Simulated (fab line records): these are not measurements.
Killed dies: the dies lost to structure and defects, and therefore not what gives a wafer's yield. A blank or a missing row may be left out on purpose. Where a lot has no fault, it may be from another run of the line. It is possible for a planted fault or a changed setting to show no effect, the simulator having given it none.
fab line records | flow n5Finfet
record lots=4 wafers=12 lastDay=17
route steps=1938 shown BEOL_M7@1281 PASSIVATION@1936
lots untouched by any fault: they come from a run of this same line in which no faults occurred
startH: start of the lot's first displayed wafer, in hours after the record's first day | waitH: time in hours since the lot's previous step | " same as the row above | L1.1+2: several wafers, shown together as one row | - either no value or no given start | * or withheld: withheld | < > ~ a bound
route shown NAME@n: names a module that has steps shown in the file, with the first one's number in the route | usual: mean/standard deviation taken from wafers without a fault | same: alike in all rows | chamber/n: place in a boat | sites: the reading at each site | _std_site: the values' standard deviation | _edge_site: mean of outer sites minus mean of inner sites | radiusMm: for every site, how far away it sits from the centre of the wafer | mask NAME#n: copy n | behind: the tool/chamber that last shaped the wafer | hold: cause of the lot's hold/its duration in hours/its outcome | device: the transistor (n, p or np) that didn't switch | end of line: tests run on the same wafers once the route is complete | a step with no rows: only its recipe | killed: at the first sort, the dies lost to defects and structure; wafer yield is something else | map: the dies of a wafer, with x for killed, . for not killed, _ for no die there
set.NAME: the setting that was run; set.NAME@STEP: the one run at that earlier step | model.NAME: the simulator's own value behind a step, which no gauge read
lots at selected steps of the route; one table per step, one row per wafer
services: when a tool's chamber went out of use (startH, in hours from the record's first day, below 0 if earlier), for how many hours, and the reason
## steps
# step N5_BEOL_M7_ETCH_62
# recipe chemistry=N2/H2 target=SOC targetDepthA=1100 overetchA=220 maskMaterial=SiARC tempC=40 timeS=165 ionEnergyEv=200 pressureMtorr=30 sourceW=840 biasW=150 n2FlowSccm=200 h2FlowSccm=200
# step N5_BEOL_M7_STRIP_68
# recipe chemistry=N2/H2 tempC=40 n2FlowSccm=200 h2FlowSccm=200 rfFrequencyHz=6e+07
# step N5_BEOL_M7_STRIP_67
# recipe chemistry=CF4 resist=SiARC powerW=300 biasPowerW=75 pressureMtorr=50 cf4FlowSccm=150 rfFrequencyHz=6e+07
# step N5_BEOL_M7_HM_OPEN_17
# recipe chemistry=Cl2/BCl3 targetDepthA=200 overetchA=60 target=TiN maskMaterial=SOC ionEnergyEv=150 pressureMtorr=10 icpW=1000 biasW=126 Cl2_flow_sccm=53.25 bcl3FlowSccm=21.75 Ar_flow_sccm=25
# step N5_BEOL_M7_STRIP_19
# recipe chemistry=O2 powerW=400 tempC=40 pressureMtorr=30 rfFrequencyHz=6e+07 biasPowerW=0 overashFraction=0.2 o2FlowSccm=225
# step N5_BEOL_M7_COAT_63
# recipe resist=SOC tempC=250 timeS=60 spinRpm=1500 resistThkNm=60
# step N5_BEOL_M7_COAT_64
# recipe resist=SiARC tempC=220 timeS=60 spinRpm=1500 resistThkNm=12
# step N5_BEOL_M7_COAT_71
# recipe resist=underlayer tempC=205 timeS=60 spinRpm=1500 resistThkNm=5
# step N5_BEOL_M7_COAT_22
# recipe resist=CAR-EUV spinRpm=1500 resistThkNm=30
# step N5_BEOL_M7_EBR_24
# recipe solvent=PGMEA ebrWidthMm=1.5
# step N5_BEOL_M7_SOFTBAKE_23
# recipe tempC=110 timeS=60 resist=CAR-EUV
# step N5_BEOL_M7_EXPOSE_25
# recipe maskId=V6 na=0.33 sourceShape=annular sigmaInner=0.4 sigmaOuter=0.8 polarization=unpolarized targetCdNm=40 doseMj=42.5
# usual exposureDoseMJCm2=42.59/0.15
# columns lot.wafer tool chamber startH waitH mask exposureDoseMJCm2
L820.2 euvScanner-01 0 243.44 - V6#0 42.33
L820.3 " 0 " " V6#0 42.38
L820.4 " 0 " " V6#0 42.37
L821.2 euvScanner-02 0 245.79 - V6#0 42.68
L821.4 " 0 " " V6#0 42.61
L821.6 " 0 " " V6#0 42.62
L834.1 euvScanner-01 0 309.03 - V6#0 39.52
L834.2 " 0 " " V6#0 39.56
L834.4 " 0 " " V6#0 39.56
L835.1 euvScanner-01 0 315.17 - V6#0 40.17
L835.4 " 0 " " V6#0 40.12
L835.5 " 0 " " V6#0 40.11
# step N5_BEOL_M7_PEB_26
# recipe pebTempC=100 pebTimeS=60 resist=CAR-EUV
# step N5_BEOL_M7_DEVELOP_27
# recipe developTimeS=30 developer=TMAH resist=CAR-EUV rinseLiquid=surfactantRinse dry=airSpin devTempC=23
# step N5_BEOL_M7_CD_MEAS_28
# recipe targetCdNm=40 landingEnergyEv=500 detector=seInlens
# usual cdNm=39.94/0.26
# columns lot.wafer tool chamber startH waitH cdNm
L820.2 cdSem-03 0 243.57 - 39.76
L820.3 " 0 " " 40.17
L820.4 " 0 " " 40.03
L821.2 cdSem-02 0 245.91 - 39.36
L821.4 " 0 " " 40.39
L821.6 " 0 " " 39.98
L834.1 cdSem-01 0 309.16 - 38.24
L834.2 " 0 " " 38.13
L834.4 " 0 " " 38.09
L835.1 cdSem-01 0 315.31 - 39.49
L835.4 " 0 " " 39.17
L835.5 " 0 " " 38.94
# step N5_BEOL_M7_DESCUM_33
# recipe chemistry=O2 timeS=7 sourcePowerW=50 biasPowerW=20 pressureMtorr=20 rfFrequencyHz=2.712e+07 tempC=40 resist=CAR-EUV o2FlowSccm=225
# usual drypumpMotorCurrentA=5.8/0.49 oesProductAu=0.80/0.078 rfVppV=243.2/1.2 showerheadPlenumPTorr=2.09/0.06 throttleValvePct=20.34/0.2
# columns lot.wafer tool chamber startH waitH drypumpMotorCurrentA oesProductAu rfHoursCounterH rfVppV showerheadPlenumPTorr throttleValvePct model.BEOL_M7.cdNm
L820.2 rieDiel-03 0 243.69 0.0 6.0 0.82 80 244.4 2.10 20.42 39.8
L820.3 " 2 " " 5.8 0.76 129 244.1 2.10 20.25 40.2
L820.4 " 3 " " 6.5 0.86 50 244.4 2.22 20.33 40
L821.2 rieDiel-03 2 246.03 0.0 5.8 0.77 130 244.2 2.10 20.27 40
L821.4 " 3 " " 6.5 0.86 51 245.5 2.22 20.34 40
L821.6 " 2 " " 5.8 0.76 - 243.6 2.10 20.27 40
L834.1 rieDiel-03 0 309.30 0.0 6.0 0.77 101 243.3 2.09 20.44 38.2
L834.2 " 3 " " 6.5 0.84 70 244.4 2.21 20.36 38.4
L834.4 " 2 " " 5.8 0.73 150 244.0 2.09 20.29 38.4
L835.1 rieDiel-03 2 315.43 0.0 5.8 0.75 152 243.0 2.09 20.30 39
L835.4 " 1 " " 6.6 0.73 200 242.4 2.05 20.37 38.8
L835.5 " 2 " " 5.8 0.74 - 243.8 2.09 20.29 39
# step N5_BEOL_M7_ETCH_72
# recipe chemistry=N2/H2 target=underlayer targetDepthA=65 maskMaterial=CAR-EUV timeS=5.2 ionEnergyEv=200 pressureMtorr=30 sourceW=840 biasW=150 n2FlowSccm=200 h2FlowSccm=200 ends=cleared
# step N5_BEOL_M7_ETCH_65
# recipe chemistry=CF4 target=SiARC targetDepthA=156 maskMaterial=CAR-EUV timeS=26 ionEnergyEv=80 pressureMtorr=40 sourceW=545 biasW=36 Ar_flow_sccm=100 cf4FlowSccm=100 ends=cleared
# step N5_BEOL_M7_ETCH_66
# recipe chemistry=N2/H2 target=SOC targetDepthA=800 overetchA=160 maskMaterial=SiARC tempC=40 timeS=120 ionEnergyEv=200 pressureMtorr=30 sourceW=840 biasW=150 n2FlowSccm=200 h2FlowSccm=200
# step N5_BEOL_M7_STRIP_69
# recipe chemistry=N2/H2 tempC=40 n2FlowSccm=200 h2FlowSccm=200 rfFrequencyHz=6e+07
# step N5_BEOL_M7_STRIP_73
# recipe chemistry=N2/H2 tempC=40 n2FlowSccm=200 h2FlowSccm=200 rfFrequencyHz=6e+07
# step N5_BEOL_M7_VIA_ETCH_34
# recipe chemistry=C4F6/O2 target=SiCOH_lowk targetDepthA=1255 maskMaterial=SOC taperDeg=4 timeS=50.5 ionEnergyEv=250 pressureMtorr=30 sourceW=345 biasW=185 Ar_flow_sccm=300 C4F6_flow_sccm=10 O2_flow_sccm=10
# usual drypumpMotorCurrentA=5.8/0.49 oesProductAu=0.80/0.075 rfVppV=667/24 showerheadPlenumPTorr=2.85/0.09 throttleValvePct=20.84/0.2
# columns lot.wafer tool chamber startH waitH drypumpMotorCurrentA oesProductAu rfHoursCounterH rfVppV showerheadPlenumPTorr throttleValvePct model.BEOL_M7.cdNm
L820.2 rieDiel-03 0 243.87 0.0 6.1 0.82 80 692 2.85 20.83 39.4
L820.3 " 2 " " 5.8 0.76 129 654 2.87 20.85 40.6
L820.4 " 3 " " 6.5 0.85 50 654 3.04 20.89 39.4
L821.2 rieDiel-03 2 246.21 0.0 5.8 0.75 130 653 2.87 20.84 40.2
L821.4 " 3 " " 6.5 0.85 51 655 3.04 20.90 39.6
L821.6 " 2 " " 5.8 0.76 - 652 2.87 20.84 40.4
L834.1 rieDiel-03 0 309.48 0.0 6.1 0.79 101 691 2.84 20.87 37.6
L834.2 " 3 " " 6.5 0.84 70 653 3.03 20.93 38
L834.4 " 2 " " 5.8 0.74 150 653 2.86 20.87 39.2
L835.1 rieDiel-03 2 315.61 0.0 5.8 0.75 152 655 2.86 20.87 39.2
L835.4 " 1 " " 6.6 0.73 200 683 2.79 20.84 38.6
L835.5 " 2 " " 5.8 0.74 - 654 2.86 20.88 39.2
# step N5_BEOL_M7_STRIP_76
# recipe chemistry=C4F6/O2 resist=SiARC rfFrequencyHz=6e+07
# step N5_PASSIVATION_PROBE_49
# usual defectLimitedYield=91.5/1.4 killed_at_M0_to_M3=32/11 killed_at_M4_up=12/4.4 killedAtContacts=13/6.1 killedAtFrontEnd=39/12 killedAtOther=3.9/3 killedDies=100/17 killedOpen=66/12 killedShort=33/7.4 sort_bin_4_leakage=0.03/0.14 sort_bin_5_function=5.0/0.95 sort_bin_6_memory=3.2/0.66 sort_bin_8_speed=0.0/0.33 sortNPass=1079/17 sortYieldPct=91.4/1.5
# same grossDies=1180 killedAtBackSide=0
# columns lot.wafer tool chamber startH waitH defectLimitedYield[%] killed_at_M0_to_M3 killed_at_M4_up killedAtContacts killedAtFrontEnd killedAtOther killedDies killedOpen killedShort sort_bin_4_leakage[%] sort_bin_5_function[%] sort_bin_6_memory[%] sort_bin_8_speed[%] sortNPass sortYieldPct[%]
L820.2 prober-02 - 324.87 0.1 88.9 43 6 18 62 2 131 77 44 0 6.0 4.2 0 1049 88.9
L820.3 prober-02 - 324.92 0.1 90.8 32 7 12 43 14 108 65 41 0 5.8 3.3 0 1072 90.8
L820.4 prober-02 - 324.97 0.2 91.4 49 12 7 33 1 102 69 33 0 4.0 4.4 0 1078 91.4
L834.1 prober-02 - 394.03 0.0 89.4 30 20 7 66 2 125 90 30 0 6.4 3.9 0 1055 89.4
L834.2 prober-02 - 394.08 0.1 91.9 24 20 9 41 2 96 66 24 0 5.5 2.1 0 1084 91.9
L834.4 prober-02 - 394.18 0.2 90.2 46 17 7 43 3 116 76 32 0 5.7 3.8 0 1064 90.2
# killed by level:class
L820.2 MOL_CONTACT_COAG:geometricParticle:open=15 FIN_SAQP:geometricParticle:open=11 FIN_SAQP:geometricParticle:short=10 BEOL_M0_SAQP:geometricParticle:open=10 BEOL_M0_SAQP:geometricParticle:short=9 BEOL_M2:geometricParticle:open=7 BEOL_M3:geometricParticle:open=6 HKMG_FIN:areaEtch=6
L820.3 BEOL_M0_SAQP:geometricParticle:short=10 MOL_CONTACT_COAG:geometricParticle:open=9 FIN_SAQP:geometricParticle:open=8 BEOL_M0_SAQP:geometricParticle:open=8 GATE_CUT:geometricParticle:short=7 MIM_TOP:geometricParticle:short=7 DUMMY_GATE:geometricParticle:open=6 BEOL_M1:geometricParticle:open=5
L820.4 BEOL_M0_SAQP:geometricParticle:open=11 BEOL_M3:geometricParticle:open=11 BEOL_M1:geometricParticle:open=10 BEOL_M0_SAQP:geometricParticle:short=8 FIN_SAQP:geometricParticle:open=6 STI_FIN_REVEAL:geometricParticle:open=5 STARTING-WAFER:geometricParticle:short=4 GATE_CUT:geometricParticle:short=4
L834.1 FIN_SAQP:geometricParticle:open=28 STI_FIN_REVEAL:geometricParticle:open=13 BEOL_M4:geometricParticle:open=7 DUMMY_GATE:geometricParticle:open=6 BEOL_M1:geometricParticle:open=6 FIN_SAQP:geometricParticle:short=5 MOL_CONTACT_COAG:geometricParticle:open=5 BEOL_M0_SAQP:geometricParticle:short=5
L834.2 STI_FIN_REVEAL:geometricParticle:open=15 FIN_SAQP:geometricParticle:open=9 BEOL_M4:geometricParticle:open=8 MOL_CONTACT_COAG:geometricParticle:open=6 GATE_CUT:geometricParticle:short=5 BEOL_M0_SAQP:geometricParticle:open=5 BEOL_M3:geometricParticle:open=5 BEOL_M0_SAQP:geometricParticle:short=4
L834.4 BEOL_M0_SAQP:geometricParticle:open=11 BEOL_M3:geometricParticle:open=11 STI_FIN_REVEAL:geometricParticle:open=10 BEOL_M4:geometricParticle:open=9 MOL_CONTACT_COAG:geometricParticle:open=6 BEOL_M0_SAQP:geometricParticle:short=6 FIN_SAQP:geometricParticle:short=5 DUMMY_GATE:geometricParticle:open=4
## services
# columns tool chamber startH hours kind
euvScanner-02 0 226.92 - calibration
euvScanner-01 - 231.02 12.0 pm
euvScanner-01 - 244.48 4.6 pm
euvScanner-01 - 254.73 1.0 pm
rieDiel-03 3 256.81 3.9 repair
euvScanner-02 - 269.91 1.0 pm
euvScanner-01 - 310.88 1.0 pm
## key
firstSign step=N5_BEOL_M7_EXPOSE_25 reading=exposureDoseMJCm2 direction=down sigmas=18 usual=42.59 struck=39.84
effect step=N5_BEOL_M7_CD_MEAS_28 reading=cdNm direction=down sigmas=4.8 usual=39.94 struck=38.68 through=controlLoop
modelEffect step=N5_BEOL_M7_DESCUM_33 value=BEOL_M7.cdNm without=40 struck=38.63
modelEffect step=N5_BEOL_M7_VIA_ETCH_34 value=BEOL_M7.cdNm without=40 struck=38.63
metAt N5_BEOL_M7_EXPOSE_25
struckWafers L834.1,L834.2,L834.4,L835.1,L835.4,L835.5
loopTrim step=N5_BEOL_M7_EXPOSE_25 setting=dose lots=L835
onsetBetween 243.44 309.03
fault kind=processParameterDrift tool=euvScanner-01 chamber=- onsetH=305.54 steps=N5_BEOL_M7_EXPOSE_25 channel=doseMj offset=-2.7853 shape=step actsIn=theseRecipesOnly stated=42.5
# loopTrim: a control loop set the setting to another value than it would have without faults
